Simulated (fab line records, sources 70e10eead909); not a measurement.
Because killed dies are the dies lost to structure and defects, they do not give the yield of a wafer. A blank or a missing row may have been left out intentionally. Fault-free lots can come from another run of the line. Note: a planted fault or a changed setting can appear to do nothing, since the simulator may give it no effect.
fab line records	flow nand_harc
[record] lots = 11	wafers = 33	last_day = 33
route steps=1302 shown A_CONTACT@1093 A_BLC@1115 END@1302
lots that met no fault: from a run of the same line without faults
start_h: start of the lot's first displayed wafer, in hours after the record's first day	wait_h: hours from the lot's prior step to this one	" same as the row above	L1.1+2: several wafers, shown together as one row	- value missing, or start not given	* or withheld: withheld	< > ~ a bound
route shown NAME@n: NAME is a module with steps in the file, n the number in the route of the first one	usual: the fault-free wafers' mean and standard deviation	same: alike in all rows	chamber/n: place in a boat	sites: each site's reading	_std_site: standard deviation across them	_edge_site: outer sites' mean less inner sites'	radius_mm: for every site, how far away it sits from the centre of the wafer	mask NAME#n: copy n	behind: the most recent tool/chamber to have shaped the wafer	hold: reason for holding the lot/hours on hold/outcome of the hold	device: transistor that didn't switch, given as n, p or np	end of line: the tests these same wafers got at the end of their route	for a step that has no rows: nothing shown but its recipe	killed: not the wafer's yield, but the dies lost to structure and defects at the first sort	map: shows each die of a wafer: x if killed, . if not, _ if none is there
set.NAME: the setting that was run; set.NAME@STEP: the one run at that earlier step	model.NAME: the simulator's own value behind a step, which no gauge read
the route's steps for a sample of lots (tables are steps, rows are wafers)
services: a tool's chamber out of use, with start hour (start_h, from the record's first day; less than 0 if before it), hours out, and reason
[[steps]]
[step NHARC_A_CONTACT_ETCH_98]
[recipe] target_depth_a = 200	over_etch_frac = 0.5	time_s = 10	ion_energy_ev = 250	c4f6_flow_sccm = 25	o2_flow_sccm = 20	ar_flow_sccm = 500	rf_w = 600	bias_w = 500	chemistry = C4F6/O2
[usual] drypump_motor_current_A = 5.7/0.51	oes_product_au = 0.963/0.028	rf_vpp_V = 547/4.3	showerhead_plenum_p_Torr = 3.95/0.2	throttle_valve_pct = 26.904/0.0091
lot.wafer	tool	chamber	start_h	wait_h	drypump_motor_current_A	oes_product_au	rf_hours_counter_h	rf_vpp_V	showerhead_plenum_p_Torr	throttle_valve_pct
L791.2	rie_diel-04	1	-	-	5.6	0.987	1	550	4.14	26.909
L791.4	"	2	"	"	5.7	0.998	0	544	3.83	26.902
L791.5	"	3	"	"	6.3	1.003	-	542	3.65	26.899
L792.3	rie_diel-04	3	-	-	6.3	0.966	3	540	3.65	26.884
L792.1	"	0	"	"	4.9	0.951	4	551	4.12	26.878
L792.6	"	2	"	"	5.6	0.933	-	545	3.83	26.906
L793.4	rie_diel-08	3	-	-	5.9	0.931	1	543	3.70	26.906
L793.1	"	0	"	"	4.8	0.954	1	552	4.15	26.897
L793.5	"	2	"	"	6.3	0.944	-	546	3.89	26.911
L794.2	rie_diel-08	2	-	-	6.3	0.956	9	547	3.89	26.890
L794.4	"	0	"	"	4.9	0.962	10	553	4.15	26.909
L794.1	"	1	"	"	5.7	0.967	9	553	4.22	26.899
L796.3	rie_diel-08	0	-	-	4.9	0.956	13	552	4.15	26.903
L796.1	"	3	"	"	5.9	0.944	12	541	3.69	26.911
L796.5	"	1	"	"	5.7	0.939	-	552	4.22	26.898
L799.2	rie_diel-04	0	-	-	4.9	0.922	15	553	4.11	26.903
L799.4	"	1	"	"	5.6	0.925	15	550	4.13	26.905
L799.5	"	0	"	"	4.9	0.931	-	550	4.11	26.919
L798.2	rie_diel-04	2	-	-	5.6	0.935	13	545	3.82	26.910
L798.3	"	0	"	"	4.9	0.941	15	552	4.11	26.912
L798.6	"	2	"	"	5.7	0.942	-	544	3.82	26.903
L804.2	rie_diel-04	2	-	-	5.7	0.989	22	544	3.82	26.900
L804.1	"	3	"	"	6.3	1.008	23	541	3.64	26.904
L804.5	"	3	"	"	6.3	0.995	-	540	3.64	26.915
L805.2	rie_diel-04	3	-	-	6.3	0.939	24	543	3.64	26.901
L805.4	"	1	"	"	5.6	0.949	25	550	4.12	26.896
L805.5	"	3	"	"	6.3	0.942	-	543	3.64	26.903
L810.2	rie_diel-08	1	-	-	5.7	0.997	1	553	4.20	26.891
L810.4	"	2	"	"	6.3	1.009	2	546	3.86	26.898
L810.6	"	0	"	"	4.8	1.012	-	551	4.12	26.909
L811.3	rie_diel-08	0	-	-	4.8	1.000	1	551	4.12	26.902
L811.4	"	2	"	"	6.3	1.006	2	546	3.86	26.909
L811.1	"	3	"	"	5.8	1.010	2	541	3.67	26.915
[step NHARC_A_CONTACT_STRIP_26]
[recipe] o2_flow_sccm = 500	ar_flow_sccm = 0	bias_w = 0	chemistry = O2
[usual] drypump_motor_current_A = 5.6/0.51	oes_product_au = 0.998/0.0082	rf_vpp_V = 57.8/0.89	showerhead_plenum_p_Torr = 3.55/0.19	throttle_valve_pct = 17.036/0.0091
lot.wafer	tool	chamber	start_h	wait_h	drypump_motor_current_A	oes_product_au	rf_hours_counter_h	rf_vpp_V	showerhead_plenum_p_Torr	throttle_valve_pct
L791.4	rie_diel-11	2	-	-	6.4	0.993	37	60.0	3.79	17.039
L791.2	"	3	"	"	5.4	0.986	38	56.5	3.31	17.038
L791.5	"	3	"	"	5.4	0.996	-	58.4	3.31	17.022
L792.3	rie_diel-11	3	-	-	5.4	0.994	43	57.8	3.31	17.042
L792.1	"	1	"	"	5.5	1.010	41	57.9	3.60	17.031
L792.6	"	2	"	"	6.4	1.003	-	59.4	3.78	17.037
L793.4	rie_diel-11	3	-	-	5.4	1.003	44	57.5	3.31	17.021
L793.1	"	0	"	"	5.5	0.989	40	56.8	3.45	17.036
L793.5	"	2	"	"	6.4	1.002	-	58.0	3.78	17.048
L794.2	rie_diel-04	3	-	-	6.3	1.000	8	56.7	3.28	17.036
L794.1	"	0	"	"	4.9	0.987	10	58.1	3.71	17.035
L794.4	"	1	"	"	5.6	0.992	10	58.6	3.72	17.029
L796.3	rie_diel-04	0	-	-	4.9	1.010	12	57.7	3.71	17.038
L796.1	"	1	"	"	5.6	1.007	12	58.4	3.72	17.033
L796.5	"	3	"	"	6.3	1.018	-	58.0	3.28	17.031
L799.2	rie_diel-04	1	-	-	5.6	0.985	16	58.5	3.72	17.042
L799.4	"	3	"	"	6.3	1.004	14	57.0	3.27	17.020
L799.5	"	0	"	"	4.9	0.999	-	59.2	3.70	17.038
L798.2	rie_diel-04	3	-	-	6.3	0.994	14	57.1	3.27	17.038
L798.3	"	1	"	"	5.7	1.001	16	56.9	3.71	17.037
L798.6	"	0	"	"	4.9	0.997	-	59.0	3.70	17.029
L804.2	rie_diel-04	3	-	-	6.3	1.001	23	57.2	3.27	17.024
L804.1	"	2	"	"	5.7	0.987	22	57.4	3.43	17.034
L804.5	"	3	"	"	6.3	1.003	-	57.7	3.27	17.049
L805.2	rie_diel-04	1	-	-	5.6	0.993	25	58.8	3.71	17.029
L805.4	"	0	"	"	4.9	1.007	27	57.7	3.70	17.040
L805.5	"	2	"	"	5.7	0.993	-	57.7	3.43	17.040
L810.4	rie_diel-04	1	-	-	5.7	0.982	6	57.3	3.70	17.031
L810.2	"	2	"	"	5.7	0.992	6	57.2	3.42	17.029
L810.6	"	1	"	"	5.6	0.990	-	57.3	3.70	17.029
L811.4	rie_diel-08	0	-	-	4.9	0.992	1	58.5	3.71	17.036
L811.3	"	1	"	"	5.7	0.992	1	59.1	3.78	17.044
L811.1	"	2	"	"	6.3	1.008	2	57.3	3.47	17.052
[step NHARC_A_BLC_PEB_08]
[recipe] peb_temp_c = 100	peb_time_s = 65
[usual] heater_power_total_W = 156.6/0.41	plate_temp_C = 99.99/0.14
[same] peb_time_s = 65
lot.wafer	tool	chamber	start_h	wait_h	heater_power_total_W	plate_temp_C
L791.2	litho_track-04	0	547.69	0.1	156.4	100.07
L791.4	"	0	"	"	156.9	99.88
L791.5	"	0	"	"	157.1	99.95
L792.1	litho_track-06	0	564.49	0.1	157.0	100.00
L792.3	"	0	"	"	157.1	100.01
L792.6	"	0	"	"	157.0	100.07
L793.1	litho_track-04	0	568.72	0.1	156.2	99.98
L793.4	"	0	"	"	156.1	99.91
L793.5	"	0	"	"	157.1	99.89
L794.1	litho_track-01	0	592.65	0.1	156.3	100.13
L794.2	"	0	"	"	156.0	99.86
L794.4	"	0	"	"	156.0	100.15
L796.1	litho_track-04	0	604.87	0.1	156.7	99.73
L796.3	"	0	"	"	156.2	99.82
L796.5	"	0	"	"	156.1	99.74
L799.2	litho_track-01	0	623.56	0.1	156.3	99.98
L799.4	"	0	"	"	157.2	100.05
L799.5	"	0	"	"	157.2	100.06
L798.2	litho_track-04	0	625.25	0.1	157.2	100.11
L798.3	"	0	"	"	156.6	99.88
L798.6	"	0	"	"	155.9	99.94
L804.1	litho_track-04	0	674.44	0.1	150.0	96.86
L804.2	"	0	"	"	149.2	96.91
L804.5	"	0	"	"	150.2	97.09
L805.2	litho_track-04	0	678.06	0.1	149.1	96.80
L805.4	"	0	"	"	150.3	96.77
L805.5	"	0	"	"	150.4	96.70
L810.2	litho_track-04	0	741.06	0.1	156.1	99.78
L810.4	"	0	"	"	156.3	99.84
L810.6	"	0	"	"	156.2	99.94
L811.1	litho_track-01	0	742.47	0.1	156.1	100.16
L811.3	"	0	"	"	157.0	99.87
L811.4	"	0	"	"	156.9	100.11
[step NHARC_A_BLC_CD_MEAS_10]
[recipe] target_cd_nm = 100	landing_energy_ev = 500
[usual] cd_nm = 100.1/0.54
lot.wafer	tool	chamber	start_h	wait_h	cd_nm
L791.2	cd_sem-02	0	547.77	-	99.6
L791.4	"	0	"	"	100.5
L791.5	"	0	"	"	100.4
L792.1	cd_sem-02	0	564.57	-	100.2
L792.3	"	0	"	"	100.3
L792.6	"	0	"	"	101.2
L793.1	cd_sem-03	0	568.80	-	99.9
L793.4	"	0	"	"	99.2
L793.5	"	0	"	"	99.4
L794.1	cd_sem-02	0	592.73	-	98.8
L794.2	"	0	"	"	99.0
L794.4	"	0	"	"	100.3
L796.1	cd_sem-02	0	604.95	-	99.9
L796.3	"	0	"	"	99.5
L796.5	"	0	"	"	99.3
L799.2	cd_sem-01	0	623.64	-	100.2
L799.4	"	0	"	"	99.4
L799.5	"	0	"	"	99.3
L798.2	cd_sem-03	0	625.33	-	100.0
L798.3	"	0	"	"	100.5
L798.6	"	0	"	"	100.3
L804.1	cd_sem-01	0	674.52	-	87.6
L804.2	"	0	"	"	87.9
L804.5	"	0	"	"	86.8
L805.2	cd_sem-03	0	678.14	-	87.6
L805.4	"	0	"	"	87.7
L805.5	"	0	"	"	88.6
L810.2	cd_sem-01	0	741.14	-	100.7
L810.4	"	0	"	"	101.1
L810.6	"	0	"	"	100.4
L811.1	cd_sem-03	0	742.55	-	99.3
L811.3	"	0	"	"	99.8
L811.4	"	0	"	"	100.0
[step NHARC_A_BLC_CD_MEAS_19]
[usual] cd_nm = 99.8/1.5
lot.wafer	tool	chamber	start_h	wait_h	cd_nm
L791.2	cd_sem-02	-	548.92	-	97.9
L791.4	"	-	"	"	99.5
L791.5	"	-	"	"	98.0
L792.1	cd_sem-03	-	565.71	-	103.5
L792.3	"	-	"	"	99.6
L792.6	"	-	"	"	102.8
L793.1	cd_sem-02	-	569.95	-	103.1
L793.4	"	-	"	"	96.8
L793.5	"	-	"	"	98.6
L794.1	cd_sem-01	-	593.88	-	98.3
L794.2	"	-	"	"	98.2
L794.4	"	-	"	"	99.7
L796.1	cd_sem-01	-	606.09	-	99.6
L796.3	"	-	"	"	100.1
L796.5	"	-	"	"	97.8
L799.2	cd_sem-02	-	624.80	-	96.9
L799.4	"	-	"	"	100.0
L799.5	"	-	"	"	99.8
L798.2	cd_sem-01	-	626.49	-	99.2
L798.3	"	-	"	"	99.6
L798.6	"	-	"	"	98.3
L804.1	cd_sem-01	-	675.67	-	84.9
L804.2	"	-	"	"	86.5
L804.5	"	-	"	"	87.6
L805.2	cd_sem-02	-	679.29	-	88.8
L805.4	"	-	"	"	89.3
L805.5	"	-	"	"	87.4
L810.2	cd_sem-01	-	742.29	-	97.9
L810.4	"	-	"	"	98.5
L810.6	"	-	"	"	98.7
L811.1	cd_sem-03	-	743.72	-	98.8
L811.3	"	-	"	"	100.3
L811.4	"	-	"	"	99.4
[step NHARC_A_BLC_STRIP_29]
[recipe] cf4_flow_sccm = 150	ar_flow_sccm = 0	bias_w = 0	chemistry = CF4
[usual] drypump_motor_current_A = 5.9/0.52	oes_product_au = 0.998/0.0076	rf_vpp_V = 59.3/0.96	showerhead_plenum_p_Torr = 1.75/0.081	throttle_valve_pct = 13.283/0.0091
lot.wafer	tool	chamber	start_h	wait_h	drypump_motor_current_A	oes_product_au	rf_hours_counter_h	rf_vpp_V	showerhead_plenum_p_Torr	throttle_valve_pct
L791.4	rie_diel-05	0	548.99	0.1	6.1	0.989	8	58.6	1.89	13.282
L791.2	"	3	"	"	5.7	1.002	8	58.7	1.69	13.288
L791.5	"	1	"	"	6.8	0.985	-	60.2	1.78	13.282
L792.1	rie_diel-05	0	565.79	0.1	6.0	1.005	9	59.6	1.89	13.288
L792.3	"	3	"	"	5.7	1.000	9	59.7	1.69	13.283
L792.6	"	0	"	"	6.1	0.999	-	61.3	1.89	13.277
L793.1	rie_diel-02	0	570.03	0.1	4.9	0.998	12	58.8	1.65	13.275
L793.4	"	3	"	"	5.8	0.989	13	59.1	1.82	13.273
L793.5	"	1	"	"	6.4	1.002	-	61.0	1.76	13.281
L794.4	rie_diel-02	1	593.96	0.1	6.4	0.994	2	59.9	1.76	13.295
L794.1	"	2	"	"	5.3	0.984	3	57.3	1.67	13.282
L794.2	"	3	"	"	5.8	0.993	3	59.7	1.82	13.278
L796.1	rie_diel-02	1	606.19	0.1	6.4	1.007	3	60.6	1.76	13.281
L796.3	"	2	"	"	5.3	1.007	4	58.7	1.68	13.302
L796.5	"	3	"	"	5.9	1.004	-	59.5	1.82	13.267
L799.2	rie_diel-02	2	624.89	0.1	5.3	1.009	6	59.0	1.67	13.288
L799.4	"	0	"	"	4.9	1.004	5	58.5	1.65	13.277
L799.5	"	1	"	"	6.4	0.995	-	59.9	1.76	13.282
L798.2	rie_diel-05	3	626.56	0.1	5.7	1.017	4	58.6	1.68	13.301
L798.3	"	1	"	"	6.7	0.998	3	59.0	1.78	13.283
L798.6	"	0	"	"	6.1	1.002	-	60.0	1.89	13.273
L804.1	rie_diel-05	3	675.77	0.1	5.7	1.003	7	58.3	1.68	13.276
L804.2	"	0	"	"	6.1	1.006	6	58.8	1.89	13.270
L804.5	"	1	"	"	6.7	0.995	-	58.0	1.77	13.282
L805.2	rie_diel-02	1	679.37	0.1	6.4	0.995	10	60.3	1.76	13.280
L805.4	"	2	"	"	5.3	0.993	10	59.7	1.67	13.279
L805.5	"	1	"	"	6.4	0.998	-	59.6	1.76	13.293
L810.2	rie_diel-02	1	742.36	0.1	6.4	0.994	16	57.6	1.76	13.286
L810.4	"	2	"	"	5.3	1.005	16	58.7	1.67	13.300
L810.6	"	1	"	"	6.4	0.997	-	58.9	1.76	13.282
L811.3	rie_diel-12	1	743.80	0.1	5.4	0.995	33	59.4	1.87	13.292
L811.1	"	2	"	"	6.3	0.992	31	58.8	1.66	13.265
L811.4	"	3	"	"	6.3	0.990	33	59.0	1.70	13.289
[step NHARC_END_SORT_01]
[recipe] temp_c = 25
[usual] killed_at_array = 55/17	killed_at_other = 1.1/1.4	killed_at_periphery = 3.9/3	killed_dies = 59/17	killed_open = 3.5/2	killed_short = 2.6/1.6
[same] gross_dies = 677
lot.wafer	tool	chamber	start_h	wait_h	killed_at_array	killed_at_other	killed_at_periphery	killed_dies	killed_open	killed_short
L804.1	prober-02	0	719.23	2.5	90	0	2	92	5	4
L804.2	prober-02	0	720.03	2.8	101	1	4	106	10	3
L804.5	prober-02	0	722.41	3.7	98	0	5	103	7	5
L805.2	prober-01	0	721.13	2.8	50	4	5	59	3	7
L805.4	prober-01	0	722.73	3.4	34	3	3	40	2	2
L805.5	prober-01	0	723.53	3.7	49	2	3	54	8	2
// killed by level:class
L804.1 A_BLC:area_peb=32 A_SLIT:chamber_film_flake=30 A_CHANNEL_HOLE_D1:chamber_film_flake=15 P_CONTACT:geometric_particle:short=2 A_STAIRCASE:chamber_film_flake=2 A_ONON_D1:geometric_particle:open=1 A_CHANNEL_HOLE_D2:geometric_particle:short=1 A_SGD_CUT:geometric_particle:open=1
L804.2 A_BLC:area_peb=32 A_SLIT:chamber_film_flake=28 A_CHANNEL_HOLE_D1:chamber_film_flake=27 A_CONTACT:chamber_film_flake=4 P_M0:geometric_particle:open=2 A_CHANNEL_FILL_D1:geometric_particle:short=2 A_CHANNEL_FILL_D2:geometric_particle:open=2 P_M2:geometric_particle:open=1
L805.2 A_BLC:area_peb=21 A_CHANNEL_HOLE_D1:chamber_film_flake=9 A_SLIT:chamber_film_flake=5 A_CONTACT:chamber_film_flake=4 A_DECK1_JOINT:chamber_film_flake=3 THIN_TSV:chamber_film_flake=3 A_ONON_D1:geometric_particle:short=2 P_ZERO_WELL:chamber_film_flake=2
L804.5 A_BLC:area_peb=37 A_SLIT:chamber_film_flake=29 A_CHANNEL_HOLE_D1:chamber_film_flake=15 A_CONTACT:chamber_film_flake=3 P_CONTACT:geometric_particle:short=2 P_CONTACT:geometric_particle:open=2 A_CHANNEL_HOLE_D2:chamber_film_flake=2 A_STAIRCASE:chamber_film_flake=2
L805.4 A_CHANNEL_HOLE_D1:chamber_film_flake=15 A_BLC:area_peb=6 A_CONTACT:chamber_film_flake=5 A_SLIT:chamber_film_flake=4 THIN_TSV:chamber_film_flake=3 P_GATE:geometric_particle:short=1 P_M0:geometric_particle:open=1 A_ONON_D1:geometric_particle:open=1
L805.5 A_BLC:area_peb=26 A_CHANNEL_HOLE_D1:chamber_film_flake=8 A_CONTACT:chamber_film_flake=5 A_CHANNEL_FILL_D2:geometric_particle:open=3 P_M0:geometric_particle:open=2 A_CHANNEL_FILL_D1:geometric_particle:open=2 A_SLIT:chamber_film_flake=2 THIN_TSV:chamber_film_flake=2
[[services]]
tool	chamber	start_h	hours	kind
rie_diel-04	2	526.42	5.9	repair
litho_track-06	-	529.00	7.0	pm
rie_diel-04	-	531.96	9.0	pm
rie_diel-02	-	532.15	0.4	repair
rie_diel-08	-	547.64	9.0	pm
litho_track-04	-	553.00	7.0	pm
rie_diel-04	2	566.36	3.8	repair
rie_diel-04	-	569.09	5.3	repair
rie_diel-02	-	570.70	9.0	pm
rie_diel-04	3	575.41	3.6	repair
rie_diel-05	-	583.87	9.0	pm
rie_diel-04	-	601.30	0.3	repair
rie_diel-11	-	602.99	0.5	repair
rie_diel-11	-	611.40	9.0	pm
rie_diel-04	1	637.52	5.0	repair
rie_diel-08	1	649.11	6.7	repair
rie_diel-05	0	651.53	7.3	repair
litho_track-01	-	680.00	7.0	pm
rie_diel-02	3	694.85	10.0	repair
rie_diel-05	1	702.89	3.8	repair
rie_diel-04	-	708.96	9.0	pm
rie_diel-05	0	709.48	2.7	repair
rie_diel-08	-	724.64	9.0	pm
litho_track-04	-	728.00	7.0	pm
[[key]]
[first_sign] step = NHARC_A_BLC_PEB_08	reading = plate_temp_C	direction = down	sigmas = 23	usual = *	struck = *
[effect] step = NHARC_A_BLC_PEB_08	reading = heater_power_total_W	direction = down	sigmas = 16	usual = *	struck = *
[effect] step = NHARC_A_BLC_CD_MEAS_10	reading = cd_nm	direction = down	sigmas = 23	usual = 100.1	struck = 87.7
[effect] step = NHARC_A_BLC_CD_MEAS_19	reading = cd_nm	direction = down	sigmas = 8.4	usual = 99.8	struck = 87.4
[more_kills_born_at] NHARC_A_BLC_PEB_08@litho_track-04 = 154
met_at NHARC_A_BLC_PEB_08
struck_lots L804,L805
tester_left_out L804,L805
not_acting_at NHARC_A_CONTACT_ETCH_98,NHARC_A_CONTACT_STRIP_26,NHARC_A_BLC_STRIP_29
onset_between 625.25 674.44
[fault] kind = process_parameter_drift	tool = litho_track-04	chamber = -	onset_h = 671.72	steps = NHARC_A_BLC_PEB_08	channel = peb_temp_c	offset = *	shape = step	end_h = 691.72	acts_in = *	stated = *
// tester_left_out: of these lots the tester's yield and bins aren't shown, on N5 and GAA mostly nor the transistor test; their killed dies are dies lost to structure and defects alone, not to doping, threshold or leakage, so they don't give the yield
